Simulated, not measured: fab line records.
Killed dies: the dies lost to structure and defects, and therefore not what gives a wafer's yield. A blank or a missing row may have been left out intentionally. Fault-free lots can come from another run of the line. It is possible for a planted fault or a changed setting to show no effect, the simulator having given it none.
What tool caused it? :: flow nandHarc :: 37 wafers from 13 lots sampled at 4 of the route's 1302 steps

## WHAT THE GAUGES READ, wafer by wafer
NHARC_A_CONTACT_CD_MEAS_69: target cd 300 nm. Usual: cdNm at 300.0 nm, with a standard deviation of 0.68.
lot: L436
measured: day 22 04:21
on: cdSem-02
cdNm (nm): 300.3 300.6 300.8
flag: 

lot: L437
measured: day 22 09:20
on: cdSem-02
cdNm (nm): 300.9 300.7 300.3
flag: 

lot: L439
measured: day 23 01:13
on: cdSem-03
cdNm (nm): 300.8 300.7 301.3
flag: 

lot: L438
measured: day 23 01:29
on: cdSem-03
cdNm (nm): 299.7 301.0 300.7
flag: 

lot: L440
measured: day 23 16:25
on: cdSem-02
cdNm (nm): 299.9 298.5 299.1
flag: 

lot: L443
measured: day 24 15:41
on: cdSem-01
cdNm (nm): 299.6 299.1 300.2
flag: 

lot: L449
measured: day 27 23:01
on: cdSem-01
cdNm (nm): 299.8 299.5
flag: 

lot: L452
measured: day 28 09:44
on: cdSem-02
cdNm (nm): 300.9 300.0
flag: 

lot: L454
measured: day 30 02:02
on: cdSem-02
cdNm (nm): 300.3 300.4 300.5
flag: 

lot: L455
measured: day 30 08:17
on: cdSem-01
cdNm (nm): 300.3 300.9 301.2
flag: 

lot: L457
measured: day 30 15:16
on: cdSem-01
cdNm (nm): 300.2 300.2 300.4
flag: 

lot: L458
measured: day 31 10:56
on: cdSem-03
cdNm (nm): 299.8 299.6 301.1
flag: 

lot: L459
measured: day 31 11:35
on: cdSem-02
cdNm (nm): 300.1 299.2 300.5
flag: 

NHARC_A_CONTACT_INSPECT_71. Usual: rawDefectCount at 87, with a standard deviation of 33.
lot: L436
measured: day 22 04:28
on: defectInspect-02
rawDefectCount: 97 105 101
flag: 

lot: L437
measured: day 22 09:28
on: defectInspect-02
rawDefectCount: 50 42 41
flag: 

lot: L439
measured: day 23 01:20
on: defectInspect-01
rawDefectCount: 45 58 55
flag: 

lot: L438
measured: day 23 01:36
on: defectInspect-01
rawDefectCount: 73 69 77
flag: 

lot: L440
measured: day 23 16:33
on: defectInspect-02
rawDefectCount: 115 103 123
flag: 

lot: L443
measured: day 24 15:49
on: defectInspect-01
rawDefectCount: 72 60 64
flag: 

lot: L449
measured: day 27 23:08
on: defectInspect-02
rawDefectCount: 51 49
flag: 

lot: L452
measured: day 28 09:51
on: defectInspect-02
rawDefectCount: 143 149
flag: 

lot: L454
measured: day 30 02:10
on: defectInspect-01
rawDefectCount: 115 118 95
flag: 

lot: L455
measured: day 30 08:25
on: defectInspect-02
rawDefectCount: 112 112 93
flag: 

lot: L457
measured: day 30 15:23
on: defectInspect-01
rawDefectCount: 89 81 78
flag: 

lot: L458
measured: day 31 11:04
on: defectInspect-01
rawDefectCount: 66 68 69
flag: 

lot: L459
measured: day 31 11:43
on: defectInspect-01
rawDefectCount: 73 69 67
flag: 

## WHICH TOOL RAN EACH LOT (tool, then ch and the chambers of the sampled wafers, then the start)
lot: L436
NHARC_A_CONTACT_STRIP_55: rieDiel-05 ch 0,2,3, day 22 04:00 or earlier
NHARC_A_CONTACT_SOFTBAKE_64: lithoTrack-06 ch 0, day 22 04:00

lot: L437
NHARC_A_CONTACT_STRIP_55: rieDiel-04 ch 0,2, day 22 09:00 or earlier
NHARC_A_CONTACT_SOFTBAKE_64: lithoTrack-06 ch 0, day 22 09:00

lot: L439
NHARC_A_CONTACT_STRIP_55: rieDiel-04 ch 0,1,3, day 23 00:00 or earlier
NHARC_A_CONTACT_SOFTBAKE_64: lithoTrack-01 ch 0, day 23 00:00

lot: L438
NHARC_A_CONTACT_STRIP_55: rieDiel-05 ch 0,1, day 23 01:00 or earlier
NHARC_A_CONTACT_SOFTBAKE_64: lithoTrack-01 ch 0, day 23 01:00

lot: L440
NHARC_A_CONTACT_STRIP_55: rieDiel-05 ch 1,2,3, day 23 15:00 or earlier
NHARC_A_CONTACT_SOFTBAKE_64: lithoTrack-06 ch 0, day 23 15:00

lot: L443
NHARC_A_CONTACT_STRIP_55: rieDiel-04 ch 0,1,2, day 24 15:00 or earlier
NHARC_A_CONTACT_SOFTBAKE_64: lithoTrack-06 ch 0, day 24 15:00

lot: L449
NHARC_A_CONTACT_STRIP_55: rieDiel-05 ch 0,2, day 27 22:00 or earlier
NHARC_A_CONTACT_SOFTBAKE_64: lithoTrack-06 ch 0, day 27 22:00

lot: L452
NHARC_A_CONTACT_STRIP_55: rieDiel-04 ch 0,2, day 28 09:00 or earlier
NHARC_A_CONTACT_SOFTBAKE_64: lithoTrack-06 ch 0, day 28 09:00

lot: L454
NHARC_A_CONTACT_STRIP_55: rieDiel-04 ch 2,3, day 30 01:00 or earlier
NHARC_A_CONTACT_SOFTBAKE_64: lithoTrack-01 ch 0, day 30 01:00

lot: L455
NHARC_A_CONTACT_STRIP_55: rieDiel-03 ch 1,2,3, day 30 07:00 or earlier
NHARC_A_CONTACT_SOFTBAKE_64: lithoTrack-01 ch 0, day 30 07:00

lot: L457
NHARC_A_CONTACT_STRIP_55: rieDiel-04 ch 0,1,3, day 30 14:00 or earlier
NHARC_A_CONTACT_SOFTBAKE_64: lithoTrack-01 ch 0, day 30 14:00

lot: L458
NHARC_A_CONTACT_STRIP_55: rieDiel-04 ch 1,2,3, day 31 10:00 or earlier
NHARC_A_CONTACT_SOFTBAKE_64: lithoTrack-01 ch 0, day 31 10:00

lot: L459
NHARC_A_CONTACT_STRIP_55: rieDiel-05 ch 0,1,2, day 31 11:00 or earlier
NHARC_A_CONTACT_SOFTBAKE_64: lithoTrack-01 ch 0, day 31 11:00
- NHARC_A_CONTACT_STRIP_55: strips in O2.
- NHARC_A_CONTACT_SOFTBAKE_64: time 55 s.

## AS READ BY THE TOOLS THEMSELVES (means over the sampled wafers that have a number; for cases with no such wafer, the mark the record gives instead)
NHARC_A_CONTACT_STRIP_55. Usual: chamberPressureMTorr 60.00 mTorr, standard deviation 0.054; drypumpMotorCurrentA 5.9 A, standard deviation 0.53; oesProductAu 0.998 a.u., standard deviation 0.0093; rfVppV 57.6 V, standard deviation 0.91; showerheadPlenumPTorr 3.49 Torr, standard deviation 0.13; throttleValvePct 17.037 %, standard deviation 0.0097.
lot: L436
tool: rieDiel-05
chamberPressureMTorr (mTorr): 60.01
drypumpMotorCurrentA (A): 5.6
oesProductAu (a.u.): 0.999
rfVppV (V): 57.4
showerheadPlenumPTorr (Torr): 3.53
throttleValvePct (%): 17.035
flag: 

lot: L437
tool: rieDiel-04
chamberPressureMTorr (mTorr): 60.01
drypumpMotorCurrentA (A): 5.9
oesProductAu (a.u.): 1.002
rfVppV (V): 58.3
showerheadPlenumPTorr (Torr): 3.47
throttleValvePct (%): 17.032
flag: 

lot: L439
tool: rieDiel-04
chamberPressureMTorr (mTorr): 60.01
drypumpMotorCurrentA (A): 5.9
oesProductAu (a.u.): 1.002
rfVppV (V): 57.6
showerheadPlenumPTorr (Torr): 3.55
throttleValvePct (%): 17.039
flag: 

lot: L438
tool: rieDiel-05
chamberPressureMTorr (mTorr): 59.94
drypumpMotorCurrentA (A): 6.0
oesProductAu (a.u.): 1.002
rfVppV (V): 57.5
showerheadPlenumPTorr (Torr): 3.36
throttleValvePct (%): 17.037
flag: 

lot: L440
tool: rieDiel-05
chamberPressureMTorr (mTorr): 59.96
drypumpMotorCurrentA (A): 5.7
oesProductAu (a.u.): 0.994
rfVppV (V): 57.7
showerheadPlenumPTorr (Torr): 3.47
throttleValvePct (%): 17.034
flag: 

lot: L443
tool: rieDiel-04
chamberPressureMTorr (mTorr): 60.00
drypumpMotorCurrentA (A): 5.9
oesProductAu (a.u.): 0.994
rfVppV (V): 57.3
showerheadPlenumPTorr (Torr): 3.56
throttleValvePct (%): 17.043
flag: 

lot: L449
tool: rieDiel-05
chamberPressureMTorr (mTorr): 59.99
drypumpMotorCurrentA (A): 5.6
oesProductAu (a.u.): 1.007
rfVppV (V): 57.8
showerheadPlenumPTorr (Torr): 3.47
throttleValvePct (%): 17.044
flag: 

lot: L452
tool: rieDiel-04
chamberPressureMTorr (mTorr): 60.08
drypumpMotorCurrentA (A): 5.6
oesProductAu (a.u.): 1.004
rfVppV (V): 57.0
showerheadPlenumPTorr (Torr): 3.44
throttleValvePct (%): 17.048
flag: 

lot: L454
tool: rieDiel-04
chamberPressureMTorr (mTorr): 59.95
drypumpMotorCurrentA (A): 6.5
oesProductAu (a.u.): 0.997
rfVppV (V): 58.0
showerheadPlenumPTorr (Torr): 3.45
throttleValvePct (%): 17.033
flag: 

lot: L455
tool: rieDiel-03
chamberPressureMTorr (mTorr): 59.96
drypumpMotorCurrentA (A): 5.5
oesProductAu (a.u.): 1.005
rfVppV (V): 58.8
showerheadPlenumPTorr (Torr): 3.59
throttleValvePct (%): 17.037
flag: 

lot: L457
tool: rieDiel-04
chamberPressureMTorr (mTorr): 59.99
drypumpMotorCurrentA (A): 5.9
oesProductAu (a.u.): 0.989
rfVppV (V): 58.1
showerheadPlenumPTorr (Torr): 3.53
throttleValvePct (%): 17.036
flag: 

lot: L458
tool: rieDiel-04
chamberPressureMTorr (mTorr): 60.03
drypumpMotorCurrentA (A): 6.5
oesProductAu (a.u.): 0.996
rfVppV (V): 57.5
showerheadPlenumPTorr (Torr): 3.57
throttleValvePct (%): 17.043
flag: 

lot: L459
tool: rieDiel-05
chamberPressureMTorr (mTorr): 60.01
drypumpMotorCurrentA (A): 5.7
oesProductAu (a.u.): 1.000
rfVppV (V): 57.4
showerheadPlenumPTorr (Torr): 3.39
throttleValvePct (%): 17.036
flag: 

NHARC_A_CONTACT_SOFTBAKE_64. Usual: heaterPowerTotalW 188.42 W, standard deviation 0.13; plateTempC 105.00 C, standard deviation 0.14.
lot: L436
tool: lithoTrack-06
heaterPowerTotalW (W): 188.40
plateTempC (C): 105.06
flag: 

lot: L437
tool: lithoTrack-06
heaterPowerTotalW (W): 188.53
plateTempC (C): 105.21
flag: 

lot: L439
tool: lithoTrack-01
heaterPowerTotalW (W): 188.33
plateTempC (C): 105.08
flag: 

lot: L438
tool: lithoTrack-01
heaterPowerTotalW (W): 188.55
plateTempC (C): 105.05
flag: 

lot: L440
tool: lithoTrack-06
heaterPowerTotalW (W): 188.43
plateTempC (C): 105.06
flag: 

lot: L443
tool: lithoTrack-06
heaterPowerTotalW (W): 188.56
plateTempC (C): 104.99
flag: 

lot: L449
tool: lithoTrack-06
heaterPowerTotalW (W): 255.76
plateTempC (C): 105.22
flag: OFF

lot: L452
tool: lithoTrack-06
heaterPowerTotalW (W): 255.78
plateTempC (C): 105.20
flag: OFF

lot: L454
tool: lithoTrack-01
heaterPowerTotalW (W): 188.43
plateTempC (C): 104.85
flag: 

lot: L455
tool: lithoTrack-01
heaterPowerTotalW (W): 188.34
plateTempC (C): 104.91
flag: 

lot: L457
tool: lithoTrack-01
heaterPowerTotalW (W): 188.46
plateTempC (C): 104.91
flag: 

lot: L458
tool: lithoTrack-01
heaterPowerTotalW (W): 188.45
plateTempC (C): 105.01
flag: 

lot: L459
tool: lithoTrack-01
heaterPowerTotalW (W): 188.44
plateTempC (C): 104.99
flag: 

## THE ANSWER, worked out from the rows above alone
Rule: a lot counts as off when the mean over its wafers that have a number is more than 3 standard deviations away from the usual mean. A lot without any number at a reading at which 4 lots or more have one is off too. Any other lot the step has rows for is counted as sound. After the gauges, taken in route order, come the tools' own readings; for these a lot's mean is taken, as printed above. The first step at which some lot is off is used, and at that step the reading that is off furthest; a lot without a number counts as furthest.
Off, at NHARC_A_CONTACT_SOFTBAKE_64 on heaterPowerTotalW: L449, L452.
If a tool, at that step or one of the process steps before it, ran each lot that is off and ran no sound lot following the first of them, it fits. Because NHARC_A_CONTACT_STRIP_55 lacks a start for some lots, the hours and order of its lots are taken from NHARC_A_CONTACT_SOFTBAKE_64. One fits: lithoTrack-06 at NHARC_A_CONTACT_SOFTBAKE_64. A fault onset in the window from L443 (day 24 15:00, its last sound lot) to L449 (day 27 22:00, its first lot off) fits.
The tool's own readings at NHARC_A_CONTACT_SOFTBAKE_64 bear it out: on the lots that are off they differ by more than 5 times the standard deviation of the sound lots' means. heaterPowerTotalW reads 255.77 W there against 188.45 W on the sound lots.

## WHAT HAD BEEN PUT IN BY THE SIMULATOR
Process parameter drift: lithoTrack-06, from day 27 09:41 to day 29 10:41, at NHARC_A_CONTACT_SOFTBAKE_64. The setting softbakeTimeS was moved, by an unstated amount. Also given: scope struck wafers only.
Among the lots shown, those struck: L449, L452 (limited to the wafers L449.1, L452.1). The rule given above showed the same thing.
